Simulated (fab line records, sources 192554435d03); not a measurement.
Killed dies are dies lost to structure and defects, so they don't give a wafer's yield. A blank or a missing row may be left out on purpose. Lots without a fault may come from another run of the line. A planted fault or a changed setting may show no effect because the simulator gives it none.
Chamber matching | flow n5_finfet | N5_BEOL_M14_DESCUM_33 on rie_diel-04: 4 sister chambers
The step chemistry O2, time 7.9 s. 8 wafers are shown with their chamber, then 8 later ones without.

WAFERS WITH THEIR CHAMBER
wafer  | chamber | drypump_motor_current_A (A) | throttle_valve_pct (%)
L075.1 | 2       | 5.6                         | 20.74
L075.4 | 2       | 5.6                         | 20.75
L082.2 | 1       | 4.8                         | 20.27
L082.6 | 3       | 5.4                         | 20.66
L081.2 | 1       | 4.7                         | 20.28
L081.4 | 0       | 5.5                         | 20.58
L081.6 | 0       | 5.5                         | 20.57
L090.1 | 3       | 5.4                         | 20.69

WAFERS WITHOUT THEIR CHAMBER
wafer  | drypump_motor_current_A (A) | throttle_valve_pct (%)
L090.2 | 4.8                         | 20.29
L090.5 | 5.5                         | 20.61
L089.1 | 5.4                         | 20.70
L089.4 | 5.7                         | 20.77
L089.6 | 5.5                         | 20.60
L097.3 | 5.6                         | 20.81
L097.4 | 5.4                         | 20.69
L097.6 | 5.7                         | 20.81

WHICH CHAMBER EACH WENT THROUGH
wafer  | from the rows above | in truth
L090.2 | 1                   | 1
L090.5 | 0                   | 0
L089.1 | 3                   | 3
L089.4 | 2                   | 2
L089.6 | 0                   | 0
L097.3 | 2                   | 2
L097.4 | 3                   | 3
L097.6 | 2                   | 2
Placed correctly: 8 of 8. Can't be placed from these rows: 0. Placed wrongly: 0.
How it was worked out, from the rows above alone: a wafer's distance from a chamber is the root of the sum, over the readings, of the square of ((its reading less the chamber's mean) divided by the reading's scatter). The wafer belongs to the nearest chamber; if the next one is less than 2 further off, it can't be placed. A chamber's mean is the mean of its shown wafers. The scatter: the root of (the sum of the squares of (reading less its chamber's mean) over the shown wafers, divided by (wafers less chambers)).
